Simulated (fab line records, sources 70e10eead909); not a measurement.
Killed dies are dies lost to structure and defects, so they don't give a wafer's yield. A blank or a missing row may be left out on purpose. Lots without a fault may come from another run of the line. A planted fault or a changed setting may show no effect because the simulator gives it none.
fab line records | flow nand_harc
record lots=24 wafers=72 last_day=33
route steps=1302 shown A_STAIRCASE@671
lots that met no fault: from a run of the same line without faults
start_h: hours from the record's first day to the start of the lot's first wafer shown | wait_h: hours since the lot's step before | " the same as in the row above | L1.1+2: a row that stands for several wafers | - no value, or no start given | * or withheld: withheld | < > ~ a bound
route shown NAME@n: a module of which the file shows steps, and the number in the route of the first | usual: mean/standard deviation of fault-free wafers | same: alike in all rows | chamber/n: place in a boat | sites: the reading at each site | _std_site: their standard deviation | _edge_site: outer sites' mean less inner sites' | radius_mm: how far each site lies from the wafer's centre | mask NAME#n: copy n | behind: the tool/chamber that last shaped the wafer | hold: why the lot was held/for how many hours/how that ended | device: the transistor (n, p or np) that didn't switch | end of line: the same wafers' tests at the end of the route | a step without rows: its recipe alone | killed: dies lost to structure and defects at the first sort, not the wafer's yield | map: a wafer's dies, x killed, . not, _ none there
set.NAME: the setting as run; set.NAME@STEP: as run at that earlier step | model.NAME: the simulator's own value behind a step, which no gauge read
steps of the route over a sample of lots; a table a step, a row a wafer
services: from which hour (start_h, from the record's first day; less than 0 if before it) a tool's chamber was out of use, for how many hours, and why
## steps
# step NHARC_A_STAIRCASE_ETCH_15
# recipe target_depth_a=1000 time_s=40.5 ion_energy_ev=400 c4f8_flow_sccm=20 o2_flow_sccm=10 ar_flow_sccm=withheld rf_w=600 bias_w=1000 chemistry=C4F8/O2
# usual oes_product_au=0.945/0.012 rf_vpp_V=897/5.1
# columns lot.wafer tool chamber start_h wait_h oes_product_au rf_hours_counter_h rf_vpp_V
L075.4 rie_diel-04 3 - - 0.941 60 901
L075.2 " 0 " " 0.959 56 897
L075.6 " 0 " " 0.960 - 899
L074.3 rie_diel-02 3 - - 0.962 32 896
L074.1 " 1 " " 0.948 51 888
L074.6 " 3 " " 0.967 - 897
L076.4 rie_diel-13 1 - - 0.935 - 905
L076.6 " 2 " " 0.949 - 891
L076.5 " 0 " " 0.956 - 896
L077.1 rie_diel-13 3 - - 0.908 7 895
L077.6 " 0 " " 0.954 - 897
L077.5 " 1 " " 0.941 - 903
L078.1 rie_diel-04 0 - - 0.959 10 898
L078.3 " 1 " " 0.945 12 900
L078.5 " 3 " " 0.958 - 902
L079.3 rie_diel-13 2 - - 0.943 20 890
L079.1 " 0 " " 0.931 20 896
L079.5 " 2 " " 0.941 - 890
L080.4 rie_diel-13 2 - - 0.941 20 890
L080.5 " 2 " " 0.946 - 891
L080.6 " 3 " " 0.907 - 896
L082.1 rie_diel-13 3 - - 0.938 22 894
L082.5 " 1 " " 0.940 - 904
L082.4 " 3 " " 0.923 - 895
L081.1 rie_diel-13 0 - - 0.948 29 895
L081.4 " 2 " " 0.961 26 889
L081.5 " 0 " " 0.950 - 895
L083.2 rie_diel-13 1 - - 0.942 31 904
L083.3 " 2 " " 0.971 28 889
L083.6 " 0 " " 0.940 - 896
L084.1 rie_diel-13 1 - - 0.930 34 904
L084.5 " 0 " " 0.947 - 894
L084.6 " 1 " " 0.929 - 904
L085.2 rie_diel-04 0 - - 0.949 37 899
L085.3 " 3 " " 0.938 33 901
L085.6 " 3 " " 0.936 - 901
L086.3 rie_diel-13 0 - - 0.940 39 895
L086.1 " 1 " " 0.922 41 905
L086.5 " 2 " " 0.938 - 889
L087.1 rie_diel-04 3 - - 0.948 38 899
L087.6 " 3 " " 0.946 - 900
L087.5 " 0 " " 0.968 - 899
L089.2 rie_diel-13 1 - - 0.947 49 903
L089.4 " 2 " " 0.966 48 891
L089.5 " 1 " " 0.956 - 903
L088.3 rie_diel-02 2 - - 0.955 20 904
L088.1 " 3 " " 0.953 26 895
L088.4 " 1 " " 0.942 30 887
L091.4 rie_diel-13 0 - - 0.950 54 894
L091.1 " 2 " " 0.963 57 889
L091.5 " 1 " " 0.945 - 904
L090.2 rie_diel-02 3 - - 0.963 35 894
L090.3 " 1 " " 0.940 36 889
L090.6 " 2 " " 0.943 - 902
L092.1 rie_diel-02 1 - - 0.941 38 890
L092.4 " 2 " " 0.958 31 902
L092.2 " 0 " " 0.940 36 904
L093.4 rie_diel-13 0 - - 0.949 3 895
L093.2 " 3 " " 0.920 4 896
L093.6 " 0 " " 0.962 - 896
L094.2 rie_diel-13 1 - - 0.965 9 905
L094.3 " 0 " " 0.947 9 893
L094.5 " 2 " " 0.953 - 889
L096.3 rie_diel-04 1 - - 0.958 14 899
L096.2 " 3 " " 0.937 12 900
L096.5 " 2 " " 0.946 - 896
L095.4 rie_diel-13 1 - - 0.949 13 903
L095.3 " 3 " " 0.931 16 893
L095.5 " 0 " " 0.933 - 894
L097.3 rie_diel-13 1 - - 0.946 15 903
L097.2 " 3 " " 0.914 19 895
L097.5 " 2 " " 0.941 - 887
# step NHARC_A_STAIRCASE_ETCH_23
# recipe target_depth_a=1000 time_s=40.5 ion_energy_ev=400 c4f8_flow_sccm=20 o2_flow_sccm=10 ar_flow_sccm=withheld rf_w=600 bias_w=1000 chemistry=C4F8/O2
# usual oes_product_au=0.948/0.014 rf_vpp_V=898/4.8
# columns lot.wafer tool chamber start_h wait_h oes_product_au rf_hours_counter_h rf_vpp_V
L075.2 rie_diel-04 1 - - 0.944 54 901
L075.4 " 3 " " 0.939 62 902
L075.6 " 0 " " 0.960 - 899
L074.1 rie_diel-02 3 - - 0.977 32 897
L074.3 " 0 " " 0.956 44 905
L074.6 " 2 " " 0.944 - 905
L076.5 rie_diel-13 2 - - 0.954 - 891
L076.4 " 0 " " 0.948 - 894
L076.6 " 1 " " 0.938 - 905
L077.1 rie_diel-04 3 - - 0.966 7 902
L077.5 " 2 " " 0.975 - 897
L077.6 " 3 " " 0.963 - 900
L078.3 rie_diel-04 1 - - 0.943 12 899
L078.1 " 3 " " 0.957 10 900
L078.5 " 1 " " 0.937 - 899
L079.3 rie_diel-04 0 - - 0.933 18 899
L079.1 " 1 " " 0.935 19 900
L079.5 " 3 " " 0.946 - 900
L080.4 rie_diel-13 0 - - 0.960 21 895
L080.5 " 3 " " 0.931 - 895
L080.6 " 0 " " 0.954 - 896
L082.1 rie_diel-13 0 - - 0.926 26 895
L082.5 " 3 " " 0.913 - 895
L082.4 " 0 " " 0.922 - 897
L081.4 rie_diel-02 1 - - 0.935 13 888
L081.1 " 3 " " 0.979 11 896
L081.5 " 1 " " 0.949 - 886
L083.3 rie_diel-02 0 - - 0.957 16 904
L083.2 " 2 " " 0.941 4 904
L083.6 " 1 " " 0.944 - 888
L084.1 rie_diel-02 1 - - 0.933 17 888
L084.5 " 2 " " 0.947 - 902
L084.6 " 3 " " 0.961 - 897
L085.3 rie_diel-13 0 - - 0.960 36 895
L085.2 " 1 " " 0.957 39 904
L085.6 " 0 " " 0.954 - 895
L086.3 rie_diel-13 2 - - 0.964 40 891
L086.1 " 3 " " 0.948 39 895
L086.5 " 2 " " 0.954 - 890
L087.1 rie_diel-04 0 - - 0.962 43 900
L087.6 " 3 " " 0.957 - 901
L087.5 " 0 " " 0.971 - 900
L089.4 rie_diel-13 2 - - 0.955 48 891
L089.2 " 3 " " 0.953 48 895
L089.5 " 0 " " 0.956 - 895
L088.3 rie_diel-04 0 - - 0.981 51 898
L088.1 " 1 " " 0.949 54 900
L088.4 " 2 " " 0.952 34 898
L091.4 rie_diel-02 2 - - 0.935 29 903
L091.1 " 0 " " 0.954 34 904
L091.5 " 3 " " 0.950 - 894
L090.3 rie_diel-04 1 - - 0.936 63 901
L090.2 " 3 " " 0.949 54 900
L090.6 " 1 " " 0.931 - 899
L092.2 rie_diel-04 1 - - 0.945 65 899
L092.4 " 3 " " 0.962 56 901
L092.1 " 0 " " 0.979 62 898
L093.2 rie_diel-13 0 - - 0.960 4 894
L093.4 " 1 " " 0.947 4 904
L093.6 " 2 " " 0.959 - 889
L094.2 rie_diel-13 2 - - 0.943 9 890
L094.3 " 0 " " 0.945 10 895
L094.5 " 2 " " 0.943 - 890
L095.4 rie_diel-13 3 - - 0.924 17 894
L095.3 " 0 " " 0.935 15 894
L095.5 " 2 " " 0.944 - 888
L096.3 rie_diel-04 3 - - 0.935 14 900
L096.2 " 1 " " 0.959 16 899
L096.5 " 3 " " 0.940 - 899
L097.3 rie_diel-13 2 - - 0.938 17 888
L097.2 " 1 " " 0.961 16 903
L097.5 " 3 " " 0.923 - 893
# step NHARC_A_STAIRCASE_DESCUM_270
# recipe time_s=3 o2_flow_sccm=200 ar_flow_sccm=0 bias_power_w=0 chemistry=O2
# usual drypump_motor_current_A=5.9/0.59 oes_product_au=1.004/0.013 rf_vpp_V=57.9/0.88 showerhead_plenum_p_Torr=1.93/0.081 throttle_valve_pct=11.311/0.0088
# columns lot.wafer tool chamber start_h wait_h drypump_motor_current_A oes_product_au rf_hours_counter_h rf_vpp_V showerhead_plenum_p_Torr throttle_valve_pct
L075.2 rie_diel-04 1 368.73 - 5.8 1.014 1 58.2 1.99 11.331
L075.6 " 0 " " 5.9 1.020 - 57.9 1.97 11.313
L075.4 " 1 " " 5.8 0.997 - 58.0 1.99 11.304
L074.3 rie_diel-02 1 374.49 - 6.6 0.987 62 57.5 1.80 11.323
L074.1 " 3 " " 6.6 1.017 43 59.3 1.91 11.308
L074.6 " 1 " " 6.6 0.996 - 58.3 1.80 11.324
L076.4 rie_diel-02 0 389.47 - 6.6 1.004 57 58.7 2.06 11.305
L076.6 " 2 " " 6.0 1.000 - 57.0 2.02 11.312
L076.5 " 3 " " 6.7 1.029 - 57.4 1.91 11.321
L077.1 rie_diel-02 0 406.78 - 6.7 0.999 0 58.3 2.06 11.319
L077.5 " 1 " " 6.6 0.994 - 57.8 1.80 11.312
L077.6 " 0 " " 6.6 1.003 - 58.9 2.06 11.311
L078.3 rie_diel-04 1 413.78 - 5.8 1.012 19 57.5 1.98 11.310
L078.1 " 3 " " 5.6 1.009 15 55.8 1.99 11.306
L078.5 " 1 " " 5.8 1.010 - 59.4 1.98 11.305
L079.3 rie_diel-13 1 427.63 - 6.5 0.991 23 59.7 2.05 11.315
L079.1 " 3 " " 6.0 0.978 20 57.3 1.90 11.308
L079.5 " 0 " " 5.3 0.993 - 57.6 1.90 11.313
L080.4 rie_diel-04 3 429.57 - 5.6 0.996 20 57.5 1.99 11.298
L080.6 " 0 " " 5.9 1.004 - 58.3 1.96 11.314
L080.5 " 1 " " 5.8 0.997 - 58.1 1.98 11.297
L082.4 rie_diel-13 2 450.17 - 4.9 1.014 28 57.6 1.82 11.319
L082.1 " 3 " " 6.1 0.992 30 59.4 1.90 11.311
L082.5 " 3 " " 6.0 0.988 - 58.1 1.90 11.300
L081.4 rie_diel-13 0 460.21 - 5.3 1.001 33 59.0 1.90 11.328
L081.1 " 1 " " 6.5 0.985 33 59.1 2.05 11.322
L081.5 " 3 " " 6.0 0.998 - 56.9 1.90 11.323
L083.3 rie_diel-02 2 464.73 - 6.0 1.006 7 57.8 2.02 11.309
L083.2 " 0 " " 6.7 1.010 18 59.7 2.05 11.330
L083.6 " 3 " " 6.7 1.017 - 57.3 1.90 11.316
L084.1 rie_diel-02 3 479.46 - 6.7 1.007 21 57.3 1.90 11.317
L084.6 " 3 " " 6.7 1.022 - 56.5 1.90 11.301
L084.5 " 0 " " 6.6 1.001 - 58.7 2.05 11.312
L085.3 rie_diel-04 0 485.55 - 5.9 1.023 46 56.8 1.95 11.303
L085.2 " 2 " " 5.0 1.002 31 57.4 1.92 11.300
L085.6 " 3 " " 5.6 1.008 - 57.5 1.98 11.319
L086.3 rie_diel-13 3 491.14 - 6.0 0.990 46 58.0 1.89 11.302
L086.1 " 1 " " 6.5 0.999 46 58.9 2.04 11.297
L086.5 " 2 " " 4.9 1.019 - 57.2 1.81 11.303
L087.1 rie_diel-02 3 493.64 - 6.7 1.022 25 57.0 1.90 11.299
L087.6 " 3 " " 6.7 1.030 - 56.3 1.90 11.297
L087.5 " 0 " " 6.7 1.011 - 59.0 2.05 11.305
L089.2 rie_diel-13 0 513.21 - 5.3 0.998 51 56.2 1.90 11.320
L089.4 " 1 " " 6.5 0.985 54 57.4 2.04 11.311
L089.5 " 3 " " 6.0 0.981 - 58.6 1.89 11.305
L088.4 rie_diel-13 3 516.42 - 6.1 0.991 55 58.1 1.89 11.306
L088.1 " 1 " " 6.5 0.990 55 58.5 2.04 11.308
L088.3 " 2 " " 4.9 1.028 56 56.9 1.81 11.304
L091.1 rie_diel-13 1 534.93 - 6.5 1.001 2 58.2 2.04 11.308
L091.4 " 2 " " 4.9 1.008 2 56.7 1.81 11.300
L091.5 " 1 " " 6.5 1.002 - 57.8 2.04 11.296
L092.2 rie_diel-13 1 543.83 - 6.5 1.003 5 57.9 2.04 11.329
L092.4 " 2 " " 4.9 1.004 5 57.5 1.81 11.305
L092.1 " 3 " " 6.0 0.975 5 56.8 1.89 11.298
L090.3 rie_diel-04 3 545.81 - 5.6 0.990 2 58.0 1.98 11.312
L090.2 " 0 " " 5.9 1.037 2 58.1 1.95 11.309
L090.6 " 0 " " 5.9 1.034 - 57.7 1.95 11.308
L093.2 rie_diel-04 0 553.50 - 5.9 1.021 5 57.2 1.95 11.317
L093.4 " 1 " " 5.9 1.024 6 58.8 1.96 11.312
L093.6 " 3 " " 5.6 0.990 - 58.2 1.98 11.313
L094.3 rie_diel-13 0 575.10 - 5.3 0.998 15 56.0 1.89 11.325
L094.2 " 3 " " 6.0 0.980 17 56.5 1.89 11.322
L094.5 " 0 " " 5.3 0.995 - 58.0 1.89 11.317
L096.2 rie_diel-04 2 590.32 - 5.0 1.023 21 58.2 1.91 11.316
L096.3 " 1 " " 5.8 1.026 20 58.2 1.96 11.294
L096.5 " 2 " " 5.0 1.017 - 57.0 1.91 11.310
L095.3 rie_diel-02 1 590.95 - 6.6 0.997 2 57.9 1.78 11.313
L095.4 " 3 " " 6.7 0.993 2 57.7 1.89 11.318
L095.5 " 2 " " 6.0 0.994 - 59.1 2.01 11.312
L097.3 rie_diel-13 2 595.30 - 4.9 0.998 22 57.3 1.80 11.331
L097.2 " 1 " " 6.5 1.005 20 58.1 2.03 11.304
L097.5 " 3 " " 6.0 0.991 - 56.9 1.88 11.312
# step NHARC_A_STAIRCASE_HM_OPEN_460
# recipe o2_flow_sccm=400 cos_flow_sccm=20 ar_flow_sccm=0 rf_w=500 bias_w=300 chemistry=O2/COS
# usual drypump_motor_current_A=5.9/0.63 oes_product_au=1.003/0.011 rf_vpp_V=467.9/2.8 showerhead_plenum_p_Torr=3.15/0.13 throttle_valve_pct=28.329/0.0088
# columns lot.wafer tool chamber start_h wait_h drypump_motor_current_A oes_product_au rf_hours_counter_h rf_vpp_V showerhead_plenum_p_Torr throttle_valve_pct
L075.2 rie_diel-13 0 - - 5.3 1.000 8 466.5 3.12 28.326
L075.4 " 1 " " 6.5 1.006 - 471.9 3.34 28.336
L075.6 " 0 " " 5.3 1.002 - 467.3 3.12 28.317
L074.1 rie_diel-02 1 - - 6.6 0.985 64 464.5 2.95 28.322
L074.3 " 2 " " 6.0 1.004 56 472.6 3.29 28.326
L074.6 " 1 " " 6.6 0.983 - 464.1 2.95 28.326
L076.4 rie_diel-13 0 396.45 - 5.3 0.998 11 466.8 3.11 28.319
L076.5 " 0 " " 5.3 1.004 - 467.4 3.12 28.336
L076.6 " 1 " " 6.5 0.998 - 471.2 3.34 28.336
L077.1 rie_diel-02 1 - - 6.6 0.989 3 463.9 2.94 28.320
L077.5 " 0 " " 6.7 1.002 - 471.8 3.34 28.346
L077.6 " 3 " " 6.7 0.999 - 467.0 3.11 28.308
L078.3 rie_diel-04 1 - - 5.8 1.011 22 470.2 3.22 28.317
L078.1 " 2 " " 5.0 1.014 17 466.0 3.14 28.341
L078.5 " 1 " " 5.8 1.005 - 469.2 3.22 28.324
L079.1 rie_diel-02 1 - - 6.6 0.992 8 463.0 2.94 28.328
L079.3 " 3 " " 6.7 1.016 5 468.1 3.11 28.339
L079.5 " 2 " " 6.0 0.986 - 471.0 3.29 28.326
L080.4 rie_diel-04 1 - - 5.9 1.005 33 469.3 3.22 28.329
L080.5 " 2 " " 5.0 1.015 - 467.2 3.14 28.335
L080.6 " 3 " " 5.6 1.013 - 468.2 3.24 28.331
L082.4 rie_diel-13 3 - - 6.0 0.994 32 467.4 3.10 28.326
L082.1 " 0 " " 5.3 0.996 32 466.6 3.10 28.342
L082.5 " 1 " " 6.5 0.994 - 470.9 3.33 28.340
L081.4 rie_diel-02 1 - - 6.6 0.990 18 463.1 2.94 28.352
L081.1 " 2 " " 6.0 0.986 8 470.2 3.29 28.328
L081.5 " 1 " " 6.6 0.994 - 464.6 2.94 28.324
L083.2 rie_diel-13 2 - - 4.9 1.009 37 464.6 2.97 28.330
L083.3 " 3 " " 6.0 1.004 36 466.7 3.10 28.314
L083.6 " 2 " " 4.9 1.001 - 464.3 2.97 28.333
L084.1 rie_diel-02 2 - - 6.0 0.999 17 471.5 3.28 28.329
L084.6 " 2 " " 6.0 0.996 - 472.4 3.28 28.321
L084.5 " 3 " " 6.7 1.022 - 467.1 3.10 28.331
L085.3 rie_diel-04 1 - - 5.9 1.008 53 468.7 3.21 28.316
L085.2 " 3 " " 5.7 1.015 45 469.9 3.23 28.336
L085.6 " 1 " " 5.9 1.002 - 468.5 3.21 28.326
L086.3 rie_diel-04 1 - - 5.9 0.998 53 469.6 3.21 28.321
L086.1 " 2 " " 5.0 1.005 34 467.6 3.13 28.326
L086.5 " 1 " " 5.8 1.004 - 469.0 3.21 28.335
L087.1 rie_diel-02 0 - - 6.7 1.001 28 470.3 3.33 28.317
L087.5 " 0 " " 6.6 0.998 - 471.5 3.33 28.344
L087.6 " 1 " " 6.6 0.991 - 462.4 2.93 28.334
L089.4 rie_diel-04 2 519.85 - 5.0 1.015 40 467.9 3.13 28.325
L089.2 " 3 " " 5.6 1.015 53 470.8 3.22 28.322
L089.5 " 2 " " 5.0 1.005 - 467.1 3.13 28.334
L088.1 rie_diel-02 2 - - 6.0 1.015 30 470.5 3.27 28.327
L088.4 " 3 " " 6.7 1.021 36 466.8 3.09 28.325
L088.3 " 1 " " 6.6 1.006 36 462.9 2.93 28.334
L091.1 rie_diel-04 1 - - 5.9 1.002 0 469.0 3.20 28.332
L091.4 " 1 " " 5.9 1.003 - 468.8 3.20 28.326
L091.5 " 2 " " 5.0 1.012 - 466.9 3.13 28.325
L092.4 rie_diel-13 1 - - 6.5 1.008 7 470.0 3.31 28.322
L092.1 " 2 " " 4.9 1.000 7 462.8 2.96 28.345
L092.2 " 0 " " 5.3 0.993 8 465.6 3.09 28.323
L090.2 rie_diel-02 1 - - 6.6 0.991 46 463.5 2.92 28.321
L090.3 " 2 " " 6.1 1.006 38 473.5 3.27 28.328
L090.6 " 1 " " 6.6 0.990 - 463.3 2.92 28.320
L093.2 rie_diel-13 2 - - 4.9 0.994 9 463.9 2.96 28.346
L093.4 " 0 " " 5.3 1.000 10 467.1 3.09 28.328
L093.6 " 1 " " 6.5 1.001 - 470.0 3.31 28.334
L094.3 rie_diel-13 3 - - 6.1 0.993 20 466.6 3.08 28.322
L094.2 " 0 " " 5.3 0.997 18 467.5 3.09 28.328
L094.5 " 2 " " 4.9 1.010 - 465.1 2.95 28.340
L096.3 rie_diel-04 2 - - 5.0 1.011 23 467.3 3.12 28.320
L096.2 " 1 " " 5.9 1.025 23 468.1 3.19 28.325
L096.5 " 3 " " 5.6 1.003 - 468.9 3.21 28.324
L095.3 rie_diel-02 0 - - 6.7 1.005 4 471.1 3.31 28.325
L095.4 " 2 " " 6.0 0.992 3 470.9 3.27 28.333
L095.5 " 3 " " 6.7 1.004 - 465.7 3.08 28.326
L097.2 rie_diel-04 2 - - 5.0 1.018 25 468.5 3.12 28.335
L097.3 " 3 " " 5.6 0.984 22 468.6 3.21 28.335
L097.5 " 2 " " 5.0 1.006 - 466.7 3.12 28.339
# step NHARC_A_STAIRCASE_STRIP_476
# recipe time_s=20 o2_flow_sccm=500 ar_flow_sccm=0 bias_w=0 chemistry=O2
# usual drypump_motor_current_A=6.0/0.6 oes_product_au=1.002/0.013 rf_vpp_V=57.9/0.8 showerhead_plenum_p_Torr=3.57/0.14 throttle_valve_pct=17.038/0.01
# columns lot.wafer tool chamber start_h wait_h drypump_motor_current_A oes_product_au rf_hours_counter_h rf_vpp_V showerhead_plenum_p_Torr throttle_valve_pct
L075.2 rie_diel-13 0 393.03 0.1 5.3 0.997 11 56.9 3.52 17.017
L075.4 " 2 " " 4.9 1.010 10 57.0 3.37 17.022
L075.6 " 1 " " 6.5 1.000 - 60.5 3.77 17.038
L074.3 rie_diel-04 0 400.44 0.1 5.9 1.003 11 58.3 3.62 17.048
L074.1 " 1 " " 5.9 0.995 12 58.6 3.65 17.053
L074.6 " 2 " " 5.0 1.005 - 57.1 3.55 17.039
L076.4 rie_diel-13 1 405.89 0.1 6.5 0.996 16 59.2 3.77 17.023
L076.5 " 3 " " 6.0 0.987 - 58.4 3.51 17.032
L076.6 " 0 " " 5.3 0.989 - 57.6 3.52 17.043
L077.1 rie_diel-13 1 425.63 0.1 6.5 0.987 23 58.0 3.76 17.022
L077.6 " 3 " " 6.1 0.972 - 57.6 3.51 17.054
L077.5 " 0 " " 5.3 0.988 - 57.7 3.51 17.033
L078.3 rie_diel-02 2 429.09 0.1 6.0 0.986 0 58.3 3.72 17.033
L078.1 " 0 " " 6.7 0.998 7 57.9 3.77 17.043
L078.5 " 3 " " 6.7 1.012 - 57.0 3.51 17.048
L079.1 rie_diel-13 1 446.49 0.1 6.5 0.991 30 58.9 3.76 17.043
L079.3 " 2 " " 4.9 1.015 27 57.8 3.36 17.025
L079.5 " 0 " " 5.3 1.000 - 57.0 3.51 17.032
L080.4 rie_diel-13 2 449.01 0.1 4.9 1.007 28 57.2 3.36 17.035
L080.6 " 0 " " 5.3 0.993 - 57.2 3.51 17.027
L080.5 " 1 " " 6.5 0.992 - 56.7 3.76 17.050
L082.1 rie_diel-13 1 468.49 0.1 6.6 0.991 39 58.0 3.76 17.052
L082.4 " 3 " " 6.0 0.999 36 57.8 3.50 17.042
L082.5 " 0 " " 5.3 1.003 - 58.2 3.51 17.003
L081.1 rie_diel-04 2 477.97 0.1 5.0 1.004 29 58.0 3.54 17.045
L081.4 " 3 " " 5.6 0.999 40 58.4 3.65 17.035
L081.5 " 1 " " 5.9 0.992 - 59.5 3.63 17.026
L083.3 rie_diel-04 3 479.74 0.1 5.6 1.003 40 57.7 3.65 17.032
L083.2 " 0 " " 5.9 1.015 44 57.5 3.60 17.047
L083.6 " 3 " " 5.6 0.999 - 59.5 3.65 17.047
L084.1 rie_diel-02 0 497.76 0.1 6.6 0.997 28 58.6 3.76 17.053
L084.5 " 0 " " 6.6 0.996 - 59.1 3.76 17.020
L084.6 " 1 " " 6.6 0.989 - 57.0 3.32 17.043
L085.2 rie_diel-02 3 504.97 0.1 6.7 1.021 28 59.1 3.50 17.038
L085.3 " 2 " " 6.0 1.007 21 57.8 3.70 17.030
L085.6 " 3 " " 6.7 1.023 - 58.3 3.50 17.048
L086.1 rie_diel-02 1 510.90 0.1 6.6 0.989 32 57.2 3.31 17.035
L086.3 " 0 " " 6.6 0.997 30 58.2 3.76 17.043
L086.5 " 1 " " 6.6 0.988 - 57.5 3.31 17.029
L087.1 rie_diel-04 0 513.54 0.1 5.9 1.018 55 55.7 3.59 17.043
L087.5 " 2 " " 5.0 1.001 - 58.8 3.54 17.046
L087.6 " 3 " " 5.6 1.017 - 58.4 3.64 17.041
L089.2 rie_diel-04 3 528.74 0.1 5.6 1.007 56 58.6 3.64 17.040
L089.4 " 0 " " 5.9 1.032 62 58.7 3.59 17.036
L089.5 " 3 " " 5.6 1.015 - 58.2 3.64 17.054
L088.1 rie_diel-13 1 533.41 0.1 6.5 1.003 1 56.7 3.74 17.043
L088.4 " 2 " " 4.9 1.013 1 58.2 3.35 17.030
L088.3 " 0 " " 5.3 1.003 1 57.4 3.50 17.030
L091.4 rie_diel-02 2 551.47 0.1 6.1 1.003 38 57.9 3.69 17.051
L091.1 " 0 " " 6.6 1.015 47 58.4 3.75 17.039
L091.5 " 3 " " 6.7 1.014 - 57.3 3.49 17.042
L092.1 rie_diel-02 2 559.58 0.1 6.1 0.994 43 58.7 3.69 17.027
L092.2 " 0 " " 6.7 1.017 50 58.5 3.74 17.030
L092.4 " 1 " " 6.6 0.978 52 57.8 3.30 17.030
L090.3 rie_diel-04 1 561.90 0.1 5.9 1.029 9 57.3 3.61 17.064
L090.2 " 2 " " 5.0 1.016 9 58.3 3.53 17.043
L090.6 " 0 " " 5.9 1.038 - 56.7 3.59 17.032
L093.4 rie_diel-02 1 569.76 0.1 6.6 0.985 54 57.7 3.30 17.039
L093.2 " 3 " " 6.7 1.017 51 57.0 3.49 17.033
L093.6 " 0 " " 6.6 1.020 - 57.8 3.74 17.044
L094.3 rie_diel-02 3 590.66 0.1 6.7 0.995 2 57.8 3.49 17.030
L094.2 " 1 " " 6.6 0.994 2 56.5 3.30 17.035
L094.5 " 3 " " 6.7 0.993 - 57.0 3.49 17.032
L096.3 rie_diel-02 0 607.29 0.1 6.7 1.001 7 58.3 3.74 17.035
L096.2 " 2 " " 6.0 0.995 6 57.9 3.69 17.038
L096.5 " 0 " " 6.7 1.004 - 57.8 3.74 17.030
L095.4 rie_diel-02 3 607.33 0.1 6.7 0.984 6 57.1 3.48 17.041
L095.3 " 0 " " 6.7 1.003 7 58.5 3.74 17.041
L095.5 " 3 " " 6.7 0.991 - 58.2 3.48 17.043
L097.2 rie_diel-13 1 618.42 0.1 6.5 1.013 32 58.9 3.73 17.054
L097.3 " 3 " " 6.0 0.986 36 58.7 3.47 17.004
L097.5 " 1 " " 6.5 1.006 - 58.7 3.73 17.029
# step NHARC_A_STAIRCASE_DEP_322
# recipe target_thk_a=72000 temp_c=400 target_thk_nm=7200 teos_flow_sccm=200 rf_w=500 material=SiO2
# usual heater_power_outer_w=385/74 heater_power_w=665/99
# columns lot.wafer tool chamber start_h wait_h heater_power_outer_w heater_power_w
L075.2 pecvd-01 2 412.89 0.3 430 790
L075.4 " 0 " " 380 637
L075.6 " 2 " " 382 711
L074.3 pecvd-03 0 419.50 0.1 449 740
L074.1 " 2 " " 408 696
L074.6 " 1 " " 420 711
L076.5 pecvd-01 2 424.96 0.3 397 688
L076.6 " 0 " " 387 643
L076.4 " 1 " " 225 468
L078.1 pecvd-04 1 446.95 0.2 404 696
L078.3 " 2 " " 446 708
L078.5 " 1 " " 322 553
L077.1 pecvd-01 2 446.96 0.2 518 853
L077.6 " 1 " " 229 477
L077.5 " 2 " " 392 709
L079.3 pecvd-04 0 466.22 0.1 329 556
L079.1 " 2 " " 498 763
L079.5 " 2 " " 401 653
L080.4 pecvd-03 1 466.50 0.4 419 704
L080.6 " 2 " " 344 616
L080.5 " 0 " " 370 603
L082.1 pecvd-01 0 490.78 0.2 443 735
L082.5 " 2 " " 401 700
L082.4 " 0 " " 383 668
L083.2 pecvd-03 1 496.12 0.1 444 740
L083.3 " 2 " " 350 613
L083.6 " 2 " " 350 614
L081.1 pecvd-04 1 496.31 0.3 381 645
L081.5 " 2 " " 401 648
L081.4 " 0 " " 296 542
L084.1 pecvd-03 2 518.42 0.2 356 629
L084.6 " 1 " " 414 695
L084.5 " 0 " " 356 604
L085.2 pecvd-01 2 524.82 0.1 562 900
L085.3 " 0 " " 449 737
L085.6 " 1 " " 280 567
L086.3 pecvd-03 0 530.04 0.2 467 734
L086.1 " 1 " " 532 863
L086.5 " 0 " " 362 617
L087.1 pecvd-04 2 535.85 0.1 467 728
L087.6 " 0 " " 299 533
L087.5 " 1 " " 290 518
L089.2 pecvd-01 0 550.69 0.2 424 705
L089.4 " 2 " " 433 769
L089.5 " 1 " " 286 577
L088.3 pecvd-04 1 550.69 0.2 370 624
L088.1 " 0 " " 379 680
L088.4 " 2 " " 392 647
L091.1 pecvd-01 2 571.28 0.1 456 796
L091.4 " 2 " " 444 767
L091.5 " 1 " " 286 556
L092.1 pecvd-03 0 582.42 0.2 444 733
L092.2 " 1 " " 530 845
L092.4 " 2 " " 331 581
L090.3 pecvd-04 0 582.42 0.2 344 585
L090.2 " 1 " " 362 618
L090.6 " 2 " " 398 645
L093.2 pecvd-01 1 593.87 0.3 295 596
L093.4 " 2 " " 441 759
L093.6 " 0 " " 367 632
L094.2 pecvd-03 2 609.72 0.2 395 690
L094.3 " 0 " " 388 661
L094.5 " 0 " " 352 600
L096.2 pecvd-04 0 626.57 0.2 394 669
L096.3 " 1 " " 300 548
L096.5 " 1 " " 290 529
L095.3 pecvd-01 1 626.57 0.2 285 578
L095.4 " 1 " " 286 562
L095.5 " 2 " " 444 778
L097.3 pecvd-01 1 642.32 0.2 338 663
L097.2 " 2 " " 562 967
L097.5 " 2 " " 441 757
## services
# columns tool chamber start_h hours kind
rie_diel-13 - 342.12 9.0 pm
rie_diel-04 - 355.03 9.0 pm
pecvd-03 - 366.00 13.0 pm
rie_diel-13 3 367.40 20.9 repair
rie_diel-04 2 368.63 3.7 repair
rie_diel-13 2 377.01 6.5 repair
pecvd-03 2 385.59 7.6 repair
rie_diel-04 3 385.98 1.7 repair
rie_diel-02 2 395.21 33.8 repair
rie_diel-02 - 396.42 9.0 pm
rie_diel-02 3 405.54 8.1 repair
rie_diel-13 2 418.27 18.2 repair
rie_diel-04 2 440.61 33.2 repair
pecvd-04 - 450.16 13.0 pm
pecvd-03 0 485.10 21.7 repair
pecvd-01 - 492.25 13.0 pm
pecvd-01 - 516.97 3.1 repair
rie_diel-04 - 532.03 9.0 pm
pecvd-03 - 547.00 13.0 pm
rie_diel-13 2 547.64 2.1 repair
pecvd-04 2 554.84 16.2 repair
rie_diel-02 - 573.48 9.0 pm
pecvd-03 - 611.32 0.8 repair
rie_diel-13 2 631.91 3.7 repair
## key
fault none
